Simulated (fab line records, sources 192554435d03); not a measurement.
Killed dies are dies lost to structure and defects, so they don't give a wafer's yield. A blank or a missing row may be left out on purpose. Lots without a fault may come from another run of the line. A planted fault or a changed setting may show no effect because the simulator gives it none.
fab line records | flow n5_finfet
record lots=7 wafers=19 last_day=17
route steps=1938 shown HKMG_FIN@436 PASSIVATION@1936
lots that met no fault: from a run of the same line without faults
start_h: hours from the record's first day to the start of the lot's first wafer shown | wait_h: hours since the lot's step before | " the same as in the row above | L1.1+2: a row that stands for several wafers | - no value, or no start given | * or withheld: withheld | < > ~ a bound
route shown NAME@n: a module of which the file shows steps, and the number in the route of the first | usual: mean/standard deviation of fault-free wafers | same: alike in all rows | chamber/n: place in a boat | sites: the reading at each site | _std_site: their standard deviation | _edge_site: outer sites' mean less inner sites' | radius_mm: how far each site lies from the wafer's centre | mask NAME#n: copy n | behind: the tool/chamber that last shaped the wafer | hold: why the lot was held/for how many hours/how that ended | device: the transistor (n, p or np) that didn't switch | end of line: the same wafers' tests at the end of the route | a step without rows: its recipe alone | killed: dies lost to structure and defects at the first sort, not the wafer's yield | map: a wafer's dies, x killed, . not, _ none there
set.NAME: the setting as run; set.NAME@STEP: as run at that earlier step | model.NAME: the simulator's own value behind a step, which no gauge read
lots at some steps of the route; a table a step, a row a wafer
services: from which hour (start_h, from the record's first day; less than 0 if before it) a tool's chamber was out of use, for how many hours, and why
## steps
# step N5_HKMG_FIN_STRIP_33
# recipe chemistry=N2/H2 temp_c=40 n2_flow_sccm=200 h2_flow_sccm=200 rf_frequency_hz=6e+07
# step N5_HKMG_FIN_STRIP_34
# recipe chemistry=CF4 resist=SiARC power_w=300 bias_power_w=75 pressure_mtorr=50 cf4_flow_sccm=150 rf_frequency_hz=6e+07
# usual drypump_motor_current_A=5.8/0.44 oes_product_au=0.82/0.078 rf_vpp_V=270.9/1.2 showerhead_plenum_p_Torr=1.78/0.038 throttle_valve_pct=13.56/0.24
# columns lot.wafer tool chamber start_h wait_h drypump_motor_current_A oes_product_au rf_hours_counter_h rf_vpp_V showerhead_plenum_p_Torr throttle_valve_pct
L443.1 rie_diel-05 0 102.37 0.0 5.1 0.89 33 270.1 1.76 13.29
L443.4 " 0 " " 5.1 0.89 - 269.8 1.76 13.32
L443.5 " 2 " " 6.7 0.75 - 271.1 1.79 13.95
L446.3 rie_diel-01 3 118.85 0.0 6.0 0.82 75 270.6 1.82 13.64
L446.5 " 0 " " 6.3 0.79 - 271.4 1.83 13.67
L447.4 rie_diel-05 1 123.04 0.0 5.8 0.88 31 269.1 1.75 13.39
L447.5 " 2 " " 6.7 0.74 - 270.9 1.79 13.97
L458.1 rie_diel-04 2 187.37 0.0 5.3 0.90 20 271.6 1.74 13.21
L458.5 " 2 " " 5.4 0.91 - 271.1 1.74 13.19
L458.6 " 3 " " 6.0 0.91 - 269.2 1.77 13.30
L459.1 rie_diel-01 3 198.62 0.0 6.0 0.79 104 270.1 1.81 13.71
L459.2 " 0 " " 6.3 0.77 146 269.3 1.82 13.75
L459.5 " 3 " " 6.0 0.79 - 272.8 1.81 13.70
L460.1 rie_diel-04 1 202.01 0.0 5.4 0.84 61 271.3 1.80 13.50
L460.3 " 2 " " 5.4 0.89 25 269.3 1.74 13.20
L460.4 " 0 " " 5.9 0.77 132 269.1 1.73 13.54
L462.1 rie_diel-01 0 218.15 0.0 6.3 0.76 152 270.0 1.82 13.76
L462.3 " 2 " " 5.3 0.74 148 272.1 1.84 13.61
L462.5 " 2 " " 5.3 0.74 - 273.1 1.84 13.60
# step N5_HKMG_FIN_ETCH_35
# recipe chemistry=N2/H2 target=SOC target_depth_a=2158 ion_energy_ev=65 bias_w=5 source_w=3000 time_s=243.4 pressure_mtorr=30 n2_flow_sccm=200 h2_flow_sccm=200
# step N5_HKMG_FIN_STRIP_92
# recipe chemistry=N2/H2 material=SOC time_s=20 power_w=500 temp_c=40 pressure_mtorr=50 rf_frequency_hz=6e+07 bias_power_w=8 h2_frac=0.5 n2_flow_sccm=300 h2_flow_sccm=300
# step N5_HKMG_FIN_WET_ETCH_18
# recipe chemistry=SC1 target=TiN mix=1:1:5 temp_c=* time_s=55 target_depth_nm=5.2 dry=ipa_marangoni rinse_time_s=30 rinse_temp_c=23
# step N5_HKMG_FIN_STRIP_19
# recipe chemistry=N2/H2 power_w=2500 temp_c=300 h2_frac=0.65 time_s=360 pressure_mtorr=withheld n2_flow_sccm=1750 h2_flow_sccm=3250
# usual drypump_motor_current_A=6.0/0.6 heater_power_w=531/45 temp_c=299.99/0.19
# columns lot.wafer tool chamber start_h wait_h drypump_motor_current_A heater_power_w rf_hours_counter_h temp_c
L443.1 plasma_asher-01 0 102.68 0.0 5.1 556 41 300.10
L443.4 " 0 " " 5.1 553 - 299.98
L443.5 " 0 " " 5.1 565 - 300.11
L446.3 plasma_asher-02 1 119.36 0.1 5.9 462 - 300.01
L446.5 " 1 " " 5.9 467 - 299.79
L447.4 plasma_asher-02 0 123.48 0.1 6.7 544 - 300.05
L447.5 " 1 " " 5.9 474 - 300.15
L458.1 plasma_asher-01 0 187.68 0.0 5.1 580 59 300.20
L458.5 " 0 " " 5.0 565 - 300.41
L458.6 " 1 " " 6.4 535 - 300.12
L459.1 plasma_asher-02 1 198.94 0.0 5.9 469 109 299.80
L459.2 " 0 " " 6.7 555 109 299.70
L459.5 " 0 " " 6.7 552 - 299.85
L460.1 plasma_asher-02 1 202.32 0.0 5.9 448 110 300.13
L460.3 " 0 " " 6.7 569 - 299.97
L460.4 " 1 " " 5.9 451 - 300.08
L462.1 plasma_asher-02 0 218.46 0.0 6.8 556 114 300.04
L462.3 " 1 " " 5.9 454 - 300.18
L462.5 " 0 " " 6.7 569 - 300.03
# step N5_HKMG_FIN_ALD_91
# recipe material=TiN target_thk_a=10 temp_c=400 ald_precursor_family=TiCl4 ald_co_reactant=NH3 pulse_time_s=1 purge_time_s=3 co_reactant_purge_time_s=2 co_reactant_pulse_time_s=2 ald_cycles=47 pressure_torr=3
# step N5_HKMG_FIN_COAT_85
# recipe resist=SOC temp_c=250 time_s=60 spin_rpm=1500 resist_thk_nm=300
# step N5_HKMG_FIN_ETCH_86
# recipe chemistry=N2/H2 target=SOC target_depth_a=3932 stop_on=TiN ion_energy_ev=100 bias_w=61 pressure_mtorr=30 source_w=850 n2_flow_sccm=200 h2_flow_sccm=200
# usual drypump_motor_current_A=5.7/0.55 oes_product_au=0.82/0.085 rf_vpp_V=240.3/1.1 showerhead_plenum_p_Torr=2.52/0.059 throttle_valve_pct=17.9/0.37
# columns lot.wafer tool chamber start_h wait_h drypump_motor_current_A oes_product_au rf_hours_counter_h rf_vpp_V showerhead_plenum_p_Torr throttle_valve_pct
L443.1 rie_diel-01 1 103.45 - 5.8 0.70 198 239.4 2.53 18.6
L443.4 " 0 " " 6.3 0.79 114 240.9 2.59 17.9
L443.5 " 1 " " 5.7 0.71 - 239.2 2.53 18.6
L446.3 rie_diel-04 3 120.05 - 6.0 0.97 5 240.8 2.48 17.4
L446.5 " 2 " " 5.4 0.99 - 239.1 2.52 17.7
L447.4 rie_diel-05 3 124.10 - 5.0 0.98 4 240.1 2.49 17.6
L447.5 " 1 " " 5.8 0.88 - 240.2 2.45 17.5
L458.1 rie_diel-01 3 188.42 - 6.0 0.79 101 241.6 2.56 17.9
L458.5 " 0 " " 6.3 0.77 - 241.4 2.58 18.0
L458.6 " 3 " " 6.0 0.79 - 242.1 2.56 17.9
L459.1 rie_diel-04 0 199.70 - 5.9 0.77 131 239.7 2.47 18.0
L459.2 " 2 " " 5.3 0.90 24 239.8 2.52 17.7
L459.5 " 3 " " 6.0 0.91 - 239.8 2.47 17.4
L460.1 rie_diel-05 2 203.04 - 6.8 0.71 192 238.9 2.54 18.6
L460.3 " 3 " " 5.0 0.91 32 239.1 2.48 17.7
L460.4 " 1 " " 5.8 0.83 60 240.3 2.44 17.6
L462.1 rie_diel-01 2 219.18 - 5.3 0.74 148 243.1 2.65 18.0
L462.3 " 3 " " 5.9 0.79 111 241.6 2.55 17.9
L462.5 " 2 " " 5.3 0.73 - 241.8 2.65 18.0
# step N5_HKMG_FIN_STRIP_89
# recipe chemistry=N2/H2 material=SOC time_s=20 power_w=500 temp_c=40 pressure_mtorr=50 rf_frequency_hz=6e+07 bias_power_w=8 h2_frac=0.5 n2_flow_sccm=300 h2_flow_sccm=300
# step N5_HKMG_FIN_WET_ETCH_87
# recipe chemistry=SC1 target=TiN mix=1:2:40 temp_c=50 time_s=154.2 target_depth_nm=4.7 dry=ipa_marangoni rinse_time_s=30 rinse_temp_c=23
# step N5_HKMG_FIN_STRIP_88
# recipe chemistry=N2/H2 power_w=2500 temp_c=300 h2_frac=0.65 time_s=360 pressure_mtorr=withheld n2_flow_sccm=1750 h2_flow_sccm=3250
# usual drypump_motor_current_A=6.1/0.59 heater_power_w=530/46 temp_c=300.05/0.19
# columns lot.wafer tool chamber start_h wait_h drypump_motor_current_A heater_power_w rf_hours_counter_h temp_c
L443.1 plasma_asher-02 0 103.70 0.0 6.8 565 92 300.35
L443.4 " 1 " " 5.9 459 - 300.05
L443.5 " 0 " " 6.7 557 - 300.14
L446.3 plasma_asher-02 1 120.44 0.1 5.9 461 - 300.20
L446.5 " 1 " " 5.9 455 - 300.33
L447.4 plasma_asher-01 1 124.47 0.1 6.4 534 - 300.38
L447.5 " 1 " " 6.4 533 - 300.34
L458.1 plasma_asher-01 1 188.67 0.0 6.4 550 59 299.76
L458.5 " 1 " " 6.4 531 - 299.86
L458.6 " 0 " " 5.1 564 - 300.05
L459.1 plasma_asher-02 0 199.95 0.0 6.7 574 110 300.30
L459.2 " 1 " " 5.9 463 110 300.18
L459.5 " 1 " " 5.9 461 - 299.94
L460.1 plasma_asher-02 0 203.29 0.0 6.7 563 111 300.18
L460.3 " 1 " " 5.9 452 - 299.78
L460.4 " 0 " " 6.7 565 - 300.30
L462.1 plasma_asher-01 0 219.43 0.0 5.1 575 64 300.27
L462.3 " 0 " " 5.1 570 - 300.13
L462.5 " 0 " " 5.1 567 - 300.16
# step N5_HKMG_FIN_NWFM_ALD_20
# recipe material=TiAlC target_thk_a=20 temp_c=300 ald_precursor_family=TiCl4 ald_co_reactant=TEA pulse_time_s=3 purge_time_s=2 co_reactant_purge_time_s=2 co_reactant_pulse_time_s=10 ald_cycles=7 pressure_torr=3
# usual ald_cycles=7/0 chamber_pressure_Torr=3.001/0.0064 heater_power_w=480/54 precursor_pulse_height_rel=1.001/0.022
# columns lot.wafer tool chamber start_h wait_h ald_cycles chamber_pressure_Torr heater_power_w precursor_pulse_height_rel
L443.1 ald_metal-03 0 104.08 0.3 7 2.999 573 1.005
L443.4 " 2 " " 7 3.005 443 1.035
L443.5 " 1 " " 7 3.004 492 1.032
L446.3 ald_metal-03 1 120.71 0.1 7 3.001 503 1.047
L446.5 " 0 " " 7 3.000 592 1.047
L447.4 ald_metal-03 1 124.74 0.1 7 3.007 503 1.000
L447.5 " 0 " " 7 3.008 579 0.981
L458.1 ald_metal-04 1 189.05 0.3 - - - -
L458.5 " 3 " " - - - -
L458.6 " 0 " " - - - -
L459.1 ald_metal-02 0 200.33 0.3 - - - -
L459.2 " 1 " " - - - -
L459.5 " 2 " " - - - -
L460.1 ald_metal-03 1 203.68 0.3 - - - -
L460.3 " 3 " " - - - -
L460.4 " 0 " " - - - -
L462.1 ald_metal-04 0 219.82 0.3 7 2.990 394 0.971
L462.3 " 1 " " 7 3.014 402 0.997
L462.5 " 3 " " 7 3.000 487 0.994
# step N5_HKMG_FIN_ALD_71
# recipe material=TiN target_thk_a=10 temp_c=400 ald_precursor_family=TiCl4 ald_co_reactant=NH3 pulse_time_s=1 purge_time_s=3 co_reactant_purge_time_s=2 co_reactant_pulse_time_s=2 ald_cycles=47 pressure_torr=3
# usual chamber_pressure_Torr=3.001/0.0066 heater_power_w=858/97 precursor_pulse_height_rel=0.998/0.021
# same ald_cycles=47
# columns lot.wafer tool chamber start_h wait_h chamber_pressure_Torr heater_power_w precursor_pulse_height_rel
L443.1 ald_metal-03 0 104.18 0.0 3.006 1042 1.011
L443.4 " 2 " " 2.999 765 0.981
L443.5 " 1 " " 3.006 913 0.992
L446.3 ald_metal-03 1 120.81 0.0 2.995 909 1.009
L446.5 " 0 " " 3.003 1058 0.997
L447.4 ald_metal-03 1 124.83 0.0 3.009 897 1.009
L447.5 " 0 " " 3.011 1045 0.978
L458.1 ald_metal-04 1 189.15 0.0 3.005 744 0.981
L458.5 " 3 " " 3.008 861 1.012
L458.6 " 0 " " 2.998 712 1.024
L459.1 ald_metal-02 0 200.43 0.0 2.998 915 1.000
L459.2 " 1 " " 3.008 837 0.987
L459.5 " 2 " " 2.997 809 1.010
L460.1 ald_metal-03 1 203.78 0.0 2.997 913 1.029
L460.3 " 3 " " 2.992 895 0.982
L460.4 " 0 " " 2.993 1036 1.002
L462.1 ald_metal-04 0 219.92 0.0 2.993 728 1.015
L462.3 " 1 " " 2.996 731 1.001
L462.5 " 3 " " 3.005 862 0.997
# step N5_PASSIVATION_PROBE_49
# usual killed_at_M0_to_M3=32/9.3 killed_at_M4_up=14/4.9 killed_at_contacts=15/7.5 killed_at_front_end=40/11 killed_at_other=4/3.3 killed_dies=104/17 killed_open=68/14 killed_short=33/7.9
# same gross_dies=1180 killed_at_back_side=0
# columns lot.wafer tool chamber start_h wait_h killed_at_M0_to_M3 killed_at_M4_up killed_at_contacts killed_at_front_end killed_at_other killed_dies killed_open killed_short
L458.1 prober-02 - 374.93 0.0 22 9 6 53 9 99 61 25
L458.5 prober-02 - 375.13 0.2 29 8 8 48 3 96 68 27
L458.6 prober-02 - 375.18 0.3 20 10 9 59 1 99 55 37
# killed by level:class
L458.1 FIN_SAQP:geometric_particle:open=11 STI_FIN_REVEAL:geometric_particle:open=7 PASSIVATION:area_etch=7 BEOL_M0_SAQP:geometric_particle:open=6 ILD0:geometric_particle:open=5 BEOL_M0_SAQP:geometric_particle:short=5 MOL_CONTACT_COAG:geometric_particle:open=5 BEOL_M3:geometric_particle:open=5
L458.5 FIN_SAQP:geometric_particle:open=14 FIN_SAQP:geometric_particle:short=9 MOL_CONTACT_COAG:geometric_particle:open=8 BEOL_M1:geometric_particle:open=7 ILD0:geometric_particle:open=7 STI_FIN_REVEAL:geometric_particle:open=6 BEOL_M3:geometric_particle:open=6 BEOL_M2:geometric_particle:open=5
L458.6 FIN_SAQP:geometric_particle:short=13 FIN_SAQP:geometric_particle:open=10 STI_FIN_REVEAL:geometric_particle:open=7 HKMG_FIN:area_etch=7 MOL_CONTACT_COAG:geometric_particle:open=6 BEOL_M4:geometric_particle:open=6 DUMMY_GATE:geometric_particle:short=5 GATE_CUT:geometric_particle:open=4
## services
# columns tool chamber start_h hours kind
rie_diel-04 0 87.45 6.6 repair
rie_diel-04 3 94.41 - clean
rie_diel-04 3 94.41 - consumable_replace:focus_ring
rie_diel-05 3 96.43 - clean
rie_diel-05 3 96.43 - consumable_replace:focus_ring
rie_diel-05 3 96.43 19.5 scheduled_down
rie_diel-05 3 96.43 19.5 vent_cycle
ald_metal-04 - 99.07 6.0 pm
rie_diel-04 2 108.99 - clean
rie_diel-04 2 108.99 - consumable_replace:focus_ring
rie_diel-04 2 108.99 10.1 scheduled_down
rie_diel-04 2 108.99 10.1 vent_cycle
ald_metal-02 - 115.13 2.8 pm
rie_diel-04 - 148.85 0.1 repair
plasma_asher-02 - 149.07 2.7 pm
ald_metal-02 0 152.00 9.9 repair
ald_metal-02 1 158.25 28.4 repair
rie_diel-04 2 172.28 4.3 repair
rie_diel-05 0 185.05 3.2 repair
rie_diel-04 - 190.71 1.6 repair
ald_metal-03 - 198.21 2.6 repair
## key
first_sign step=N5_HKMG_FIN_NWFM_ALD_20 reading=tool_record direction=missing
effect none on later readings
met_at N5_HKMG_FIN_NWFM_ALD_20
struck_wafers L458.1,L458.5,L458.6,L459.1,L459.2,L459.5,L460.1,L460.3,L460.4
tester_left_out L458,L459,L460
baseline_loss step=N5_HKMG_FIN_ETCH_86 wafers=L459.5
onset_between 124.74 189.05
fault kind=skipped_step_whole tool=ald_metal-02,ald_metal-03,ald_metal-04 chamber=- onset_h=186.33 steps=N5_HKMG_FIN_NWFM_ALD_20 scope=struck_lots_only
# tester_left_out: of these lots the tester's yield and bins aren't shown, on N5 and GAA mostly nor the transistor test; their killed dies are dies lost to structure and defects alone, not to doping, threshold or leakage, so they don't give the yield
# baseline_loss: these wafers lose ten dies or more at that step, a loss of the line's own and not of a fault; the sort's usual values leave them out
